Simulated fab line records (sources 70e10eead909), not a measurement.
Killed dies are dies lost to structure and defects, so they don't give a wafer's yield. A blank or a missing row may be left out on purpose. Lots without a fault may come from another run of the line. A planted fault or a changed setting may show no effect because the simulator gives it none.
What tool caused it? -- flow nand-harc -- Sampling: 14 lots, 42 wafers, 4 of 1159 route steps

== WHAT EACH GAUGE READ, for each wafer ==
The record lacks any reading of a measuring or inspecting step that a usual standard deviation could be used to judge.

== WHICH TOOL RAN EACH LOT (tool, then ch and the chambers of the sampled wafers, then the start) ==
lot,NHARC_A_M0_CMP_23,NHARC_A_M1_ETCH_35,NHARC_A_M1_ETCH_15,NHARC_THIN_TSV_ETCH_59
L191,"cmp-04 ch 0,1,3, day 17 20:52","rie-diel-09 ch 1,2,3, day 17 22:59","rie-diel-09 ch 1,2,3, day 19 07:27 or earlier","rie-metal-02 ch 0,1, day 19 07:27"
L192,"cmp-03 ch 0,1, day 17 22:37","rie-diel-09 ch 1,3, day 18 00:50","rie-diel-09 ch 0,2, day 19 06:25 or earlier","rie-metal-02 ch 0,1, day 19 06:25"
L193,"cmp-03 ch 1,2,3, day 18 15:27","rie-diel-09 ch 1,3, day 18 18:01","rie-diel-09 ch 0,2,3, day 20 01:26 or earlier","rie-metal-02 ch 0,1, day 20 01:26"
L189,"cmp-01 ch 1,2,3, day 18 18:49","rie-diel-10 ch 0,2,3, day 19 01:22","rie-diel-10 ch 0,2, day 20 09:29 or earlier","rie-metal-03 ch 0,1, day 20 09:29"
L194,"cmp-03 ch 0,2,3, day 18 21:08","rie-diel-10 ch 1,2,3, day 19 01:53","rie-diel-10 ch 1,2,3, day 20 03:28 or earlier","rie-metal-02 ch 0,1, day 20 03:28"
L195,"cmp-01 ch 0,2,3, day 19 19:55","rie-diel-07 ch 0,1,3, day 19 21:55","rie-diel-07 ch 1,2,3, day 21 06:14 or earlier","rie-metal-03 ch 0,1, day 21 06:14"
L197,"cmp-01 ch 1,2, day 19 20:13","rie-diel-10 ch 1,3, day 19 22:23","rie-diel-10 ch 0,1,3, day 21 05:31 or earlier","rie-metal-02 ch 0,1, day 21 05:31"
L196,"cmp-03 ch 0,2,3, day 20 02:34","rie-diel-07 ch 1,2, day 20 04:43","rie-diel-07 ch 0,3, day 21 09:18 or earlier","rie-metal-01 ch 1, day 21 09:18"
L198,"cmp-04 ch 0,1,3, day 20 19:50","rie-diel-09 ch 0,1,3, day 20 21:59","rie-diel-09 ch 0,1,2, day 22 01:05 or earlier","rie-metal-01 ch 1, day 22 01:05"
L199,"cmp-03 ch 0,3, day 20 22:25","rie-diel-07 ch 0,1,3, day 21 00:32","rie-diel-07 ch 0,1, day 22 02:11 or earlier","rie-metal-03 ch 0,1, day 22 02:11"
L201,"cmp-01 ch 0,2, day 20 23:35","rie-diel-07 ch 0,2,3, day 21 01:43","rie-diel-07 ch 0,1,2, day 22 03:10 or earlier","rie-metal-02 ch 0,1, day 22 03:10"
L200,"cmp-04 ch 1,2,3, day 21 09:50","rie-diel-09 ch 1,2,3, day 21 11:55","rie-diel-09 ch 0,2,3, day 22 17:49 or earlier","rie-metal-03 ch 0,1, day 22 17:49"
L203,"cmp-01 ch 0,1,3, day 21 22:43","rie-diel-07 ch 0,2,3, day 22 00:43","rie-diel-07 ch 2,3, day 23 04:29 or earlier","rie-metal-03 ch 0,1, day 23 04:29"
L207,"cmp-01 ch 1,2,3, day 22 04:22","rie-diel-10 ch 2,3, day 22 06:29","rie-diel-10 ch 0,2,3, day 23 12:23 or earlier","rie-metal-03 ch 0,1, day 23 12:23"
- NHARC_A_M0_CMP_23: polishes, t overpolish 20 s, target thk 113.75 nm.
- NHARC_A_M1_ETCH_35: etches the open film in N2/H2, target depth 40 nm, overetch 12 nm, time 43.94 s.
- NHARC_A_M1_ETCH_15: etches the open film in C4F8/Ar, target depth 182.5 nm, time 91.2 s.
- NHARC_THIN_TSV_ETCH_59: etches the open film in Cl2/BCl3, target depth 880 nm, time 138.1 s.

== AS READ BY THE TOOLS THEMSELVES (means over the sampled wafers that have a number; for cases with no such wafer, the mark the record gives instead) ==
NHARC_A_M0_CMP_23. Usual: edge-zone-pressure-frac 1.000, standard deviation 0.0047; motor-current-A 12.1 A, standard deviation 1; time-to-endpoint-s 29 s, standard deviation 3.2.
lot,tool,edge-zone-pressure-frac,motor-current-A (A),time-to-endpoint-s (s),flag
L191,cmp-04,1.004,13.1,30,
L192,cmp-03,1.000,11.5,28,
L193,cmp-03,1.000,12.4,30,
L189,cmp-01,1.003,11.8,26,
L194,cmp-03,0.997,12.1,29,
L195,cmp-01,1.002,12.3,27,
L197,cmp-01,0.999,12.0,26,
L196,cmp-03,1.002,12.4,27,
L198,cmp-04,1.002,12.6,32,
L199,cmp-03,0.996,12.6,27,
L201,cmp-01,1.000,12.8,26,
L200,cmp-04,1.002,12.1,30,
L203,cmp-01,1.002,11.5,29,
L207,cmp-01,1.000,11.9,28,

NHARC_A_M1_ETCH_35. Usual: drypump-motor-current-A 5.90 A, standard deviation 0.24; oes-product-au 1.004 a.u., standard deviation 0.011; rf-vpp-V 429.7 V, standard deviation 2.5; showerhead-plenum-p-Torr 2.01 Torr, standard deviation 0.085; throttle-valve-pct 14.172 %, standard deviation 0.0096.
lot,tool,drypump-motor-current-A (A),oes-product-au (a.u.),rf-vpp-V (V),showerhead-plenum-p-Torr (Torr),throttle-valve-pct (%),flag
L191,rie-diel-09,6.04,1.007,428.5,1.95,14.169,
L192,rie-diel-09,5.95,1.002,427.8,1.95,14.169,
L193,rie-diel-09,5.94,0.999,427.8,1.95,14.165,
L189,rie-diel-10,5.89,0.998,429.6,2.02,14.181,
L194,rie-diel-10,5.71,1.002,430.6,2.04,14.172,
L195,rie-diel-07,5.85,1.019,431.1,2.07,14.170,
L197,rie-diel-10,5.52,1.010,430.8,2.03,14.179,
L196,rie-diel-07,5.59,1.003,430.6,2.02,14.178,
L198,rie-diel-09,5.95,1.014,429.3,1.99,14.177,
L199,rie-diel-07,5.85,1.009,431.3,2.07,14.165,
L201,rie-diel-07,5.78,0.999,430.4,2.05,14.170,
L200,rie-diel-09,6.04,1.009,428.1,1.94,14.163,
L203,rie-diel-07,5.80,1.005,431.1,2.05,14.175,
L207,rie-diel-10,5.87,0.996,428.8,1.97,14.177,

NHARC_A_M1_ETCH_15. Usual: oes-product-au 0.955 a.u., standard deviation 0.021; rf-vpp-V 440.0 V, standard deviation 2.5.
lot,tool,oes-product-au (a.u.),rf-vpp-V (V),flag
L191,rie-diel-09,0.966,437.9,
L192,rie-diel-09,0.975,438.4,
L193,rie-diel-09,0.926,437.5,
L189,rie-diel-10,0.938,442.4,
L194,rie-diel-10,0.958,440.5,
L195,rie-diel-07,0.975,440.3,
L197,rie-diel-10,0.961,439.2,
L196,rie-diel-07,0.956,442.3,
L198,rie-diel-09,0.973,439.0,
L199,rie-diel-07,0.930,443.1,
L201,rie-diel-07,0.976,441.3,
L200,rie-diel-09,0.972,438.8,
L203,rie-diel-07,0.959,440.2,
L207,rie-diel-10,0.940,440.5,

NHARC_THIN_TSV_ETCH_59. Usual: drypump-motor-current-A 5.70 A, standard deviation 0.27; oes-product-au 1.003 a.u., standard deviation 0.011; throttle-valve-pct 22.264 %, standard deviation 0.0087.
lot,tool,drypump-motor-current-A (A),oes-product-au (a.u.),throttle-valve-pct (%),flag
L191,rie-metal-02,5.68,1.013,22.269,
L192,rie-metal-02,5.81,1.005,22.262,
L193,rie-metal-02,5.81,1.002,22.266,
L189,rie-metal-03,5.53,0.991,22.263,
L194,rie-metal-02,5.83,1.001,22.265,
L195,rie-metal-03,5.45,0.998,22.263,
L197,rie-metal-02,5.69,1.014,22.260,
L196,rie-metal-01,6.13,1.012,22.264,
L198,rie-metal-01,6.13,1.001,22.270,
L199,rie-metal-03,5.45,1.003,22.264,
L201,rie-metal-02,5.68,1.008,22.263,
L200,rie-metal-03,5.52,0.993,22.272,
L203,rie-metal-03,5.52,0.973,22.266,
L207,rie-metal-03,5.45,0.979,22.262,

== THE ANSWER, worked out from the rows above alone ==
Rule: a lot is off if the mean of its wafers that have a number lies more than 3 standard deviations from the usual mean. Also off: a lot with no number at a reading for which 4 or more lots have one. Any other lot the step has rows for is counted as sound. After the gauges, taken in route order, come the tools' own readings; for these a lot's mean is taken, as printed above. The first step at which some lot is off is used, and at that step the reading that is off furthest; a lot without a number counts as furthest.
No lot is off at any reading shown: from this, nothing can be told.

== WHAT THE SIMULATOR HAD PUT IN ==
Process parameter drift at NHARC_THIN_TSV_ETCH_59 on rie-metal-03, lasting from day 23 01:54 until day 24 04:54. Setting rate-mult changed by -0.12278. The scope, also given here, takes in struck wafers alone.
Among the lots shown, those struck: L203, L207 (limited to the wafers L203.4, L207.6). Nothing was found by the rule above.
